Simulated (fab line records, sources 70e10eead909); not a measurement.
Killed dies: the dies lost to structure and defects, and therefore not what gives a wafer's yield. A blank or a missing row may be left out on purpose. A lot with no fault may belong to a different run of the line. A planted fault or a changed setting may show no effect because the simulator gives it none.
A struck lot beside a sound one	flow nand harc	39 out of 1159 route steps
Sound: the wafers L145.1, L145.4, L145.5. The struck wafers were L153.3, L153.5, L153.6. The cause is named last.
Each step with rows lists, per side, the tool, then ch with its chambers, then its first start. Under that, the readings that differ: sound wafers	struck wafers	difference of the means	sigmas: that difference in standard deviations of wafers without a fault.
alike: same words and numbers on both sides, and readings whose means sit less than 2 such deviations apart. not compared: any withheld reading, any reading some wafer has no value for, any bound like >300 that may hide the same value, and any number with overlapping values for which the record gives no deviation.
A row with sigmas, a row that says differs or no value, or rows on one side alone: a step with any of these is where the two part. Numbers that don't overlap but have no deviation are shown without sigmas and don't part them. Lack of a reading on every wafer of one side parts them only where that side has two or more wafers.

NHARC_A_M0_CD_MEAS_09: target cd 80 nm.
  sound on cd sem-02 ch 0, day 18 09:38; struck on cd sem-03 ch 0, day 20 06:43
reading	sound	struck	difference	sigmas
cd nm (nm)	80.5 81.5 81.2	79.8 78.8 79.8	-1.6	-2
NHARC_A_M0_OVL_MEAS_10: pitch 160 nm.
  sound: overlay-01 at day 18 09:44; struck: overlay-01 at day 20 06:48
reading	sound	struck	difference	sigmas
overlay y nm (nm)	1.2 1.7 0.8	-0.6 0.1 -0.7	-1.6	-2
  alike: overlay x nm
NHARC_A_M0_INSPECT_11:
  sound: defect inspect-01 at day 18 09:46; struck: defect inspect-01 at day 20 06:50
reading	sound	struck	difference	sigmas
raw defect count	9 9 8	50 45 50	+40	+2
then, 3 steps without rows for these wafers: NHARC_A_M0_DESCUM_14 (chemistry O2, time 3 s); NHARC_A_M0_ETCH_34 (etches the open film in N2/H2, target depth 40 nm, overetch 12 nm, time 43.94 s); NHARC_A_M0_ETCH_15 (etches the open film in C4F8/Ar, target depth 150 nm, overetch 15 nm, time 82.5 s).
NHARC_A_M0_CD_MEAS_16:
  sound: cd sem-01 at day 18 10:08; struck: cd sem-03 at day 20 07:12
  alike: cd nm
then, 2 steps without rows for these wafers: NHARC_A_M0_STRIP_18 (strips in N2/H2); NHARC_A_M0_STRIP_19 (strips in post etch residue remover, time 600 s).
NHARC_A_M0_DEGAS_28: time 60 s.
  sound: pvd sputter-01 at day 18 10:46; struck: pvd sputter-01 at day 20 07:49
  alike: heater power w
then, 2 steps without rows for these wafers: NHARC_A_M0_PRE_CLEAN_29 (time 30 s); NHARC_A_M0_PVD_20 (deposits TaN, target thk 5 nm, time 8.06 s).
NHARC_A_M0_PVD_21: deposits Cu, target thk 30 nm, time 20.49 s.
  sound: pvd sputter-01 at day 18 11:00; struck: pvd sputter-01 at day 20 08:11
  alike: throttle valve pct
then, 1 step without rows for these wafers: NHARC_A_M0_ECD_22 (material Cu, target thk 400 nm).
NHARC_A_M0_ANNEAL_30: time 90 s.
  sound on rtp anneal-02 ch 0, day 18 11:29; struck on rtp anneal-02 ch 0, day 20 08:48
  alike: wafer_temp_C_max
then, 3 steps without rows for these wafers: NHARC_A_M0_CMP_23 (polishes, t overpolish 20 s, target thk 113.75 nm); NHARC_A_M0_SRD_25; NHARC_A_M0_PRE_CLEAN_31 (time 12 s).
NHARC_A_M0_DEP_32: deposits SiCN, target thk 30 nm.
  sound on pecvd-03 ch 0,1, day 18 12:34; struck on pecvd-02 ch 0,1, day 20 09:43
  alike: heater power outer w, heater power w
then, 10 steps without rows for these wafers: NHARC_A_M1_DEP_00 (deposits SiOC, target thk 182.5 nm); NHARC_A_M1_DEHYDRATE_01 (time 120 s); NHARC_A_M1_HMDS_02 (time 30 s); NHARC_A_M1_COAT_34 (time 65 s); NHARC_A_M1_COAT_03 (resist thk 90 nm); NHARC_A_M1_SOFTBAKE_04 (time 55 s); NHARC_A_M1_EBR_05; NHARC_A_M1_EXPOSE_06 (exposes mask A M1, target cd 120 nm); NHARC_A_M1_PEB_07 (peb time 65 s); NHARC_A_M1_DEVELOP_08 (develop time 35 s).
NHARC_A_M1_CD_MEAS_09: target cd 120 nm.
  sound on cd sem-02 ch 0, day 18 13:41; struck on cd sem-02 ch 0, day 20 10:49
reading	sound	struck	difference	sigmas
cd nm (nm)	119.4 118.5 118.6	120.0 120.5 120.1	+1.4	+2
NHARC_A_M1_OVL_MEAS_10: pitch 240 nm.
  sound: overlay-01 at day 18 13:46; struck: overlay-02 at day 20 10:54
  alike: overlay x nm, overlay y nm
NHARC_A_M1_DESCUM_14: chemistry O2, time 3 s.
  sound on rie diel-02 ch 1,2,3, day 18 13:54; struck on rie diel-02 ch 0,2,3, day 20 11:01
reading	sound	struck	difference	sigmas
rf vpp V (V)	55.7 57.2 56.7	57.1 58.3 59.9	+1.9	+2
  alike: drypump motor current A, oes product au, showerhead plenum p Torr, throttle valve pct
  not compared: rf hours counter h
then, 1 step without rows for these wafers: NHARC_A_M1_ETCH_35 (etches the open film in N2/H2, target depth 40 nm, overetch 12 nm, time 43.94 s).
NHARC_A_M1_ETCH_15: etches the open film in C4F8/Ar, target depth 182.5 nm, time 91.2 s.
  sound: rie diel-02 ch 2,3; struck: rie diel-02 ch 0,3
  alike: oes product au, rf vpp V
  not compared: rf hours counter h
NHARC_A_M1_CD_MEAS_16:
  sound: cd sem-01 at day 18 14:11; struck: cd sem-01 at day 20 11:18
reading	sound	struck	difference	sigmas
cd nm (nm)	117.5 118.5 118.7	120.6 119.9 120.4	+2.1	+2
then, 3 steps without rows for these wafers: NHARC_A_M1_STRIP_18 (strips in N2/H2); NHARC_A_M1_ETCH_28 (etches the open film in CF4/N2, target depth 30 nm, time 72.99 s); NHARC_A_M1_STRIP_19 (strips in post etch residue remover, time 600 s).
NHARC_END_SORT_01:
  sound on prober-01 ch 0, day 20 08:25; struck on prober-02 ch 0, day 22 01:47
reading	sound	struck	difference	sigmas
defect limited yield (%)	97.5 98.4 98.5	81.8 85.8 83.0	-14.6	-9
killed at array	14 8 9	119 92 110	+97	+8
killed dies	17 11 10	123 96 115	+99	+9
sort_bin_2_pct (%)	1.0 0.4 0.9	7.2 5.0 8.6	+6.2	+10
sort_bin_3_pct (%)	0.30 0.15 0	4.43 2.81 3.40	+3.40	+15
sort_bin_4_pct (%)	1.2 1.0 0.6	6.5 6.4 5.0	+5.0	+5
sort n pass	660 666 667	554 581 562	-99	-9
sort rim yield pct (%)	96.2 100.0 98.1	90.6 85.8 84.9	-11.0	-4
sort yield pct (%)	97.5 98.4 98.5	81.8 85.8 83.0	-14.6	-9
  alike: killed at other, killed at periphery, killed open, killed short

WHERE THEY PART
At NHARC_A_M0_CD_MEAS_09 first; at NHARC_END_SORT_01 last (within this record only).

WHY: whatever the simulator had introduced
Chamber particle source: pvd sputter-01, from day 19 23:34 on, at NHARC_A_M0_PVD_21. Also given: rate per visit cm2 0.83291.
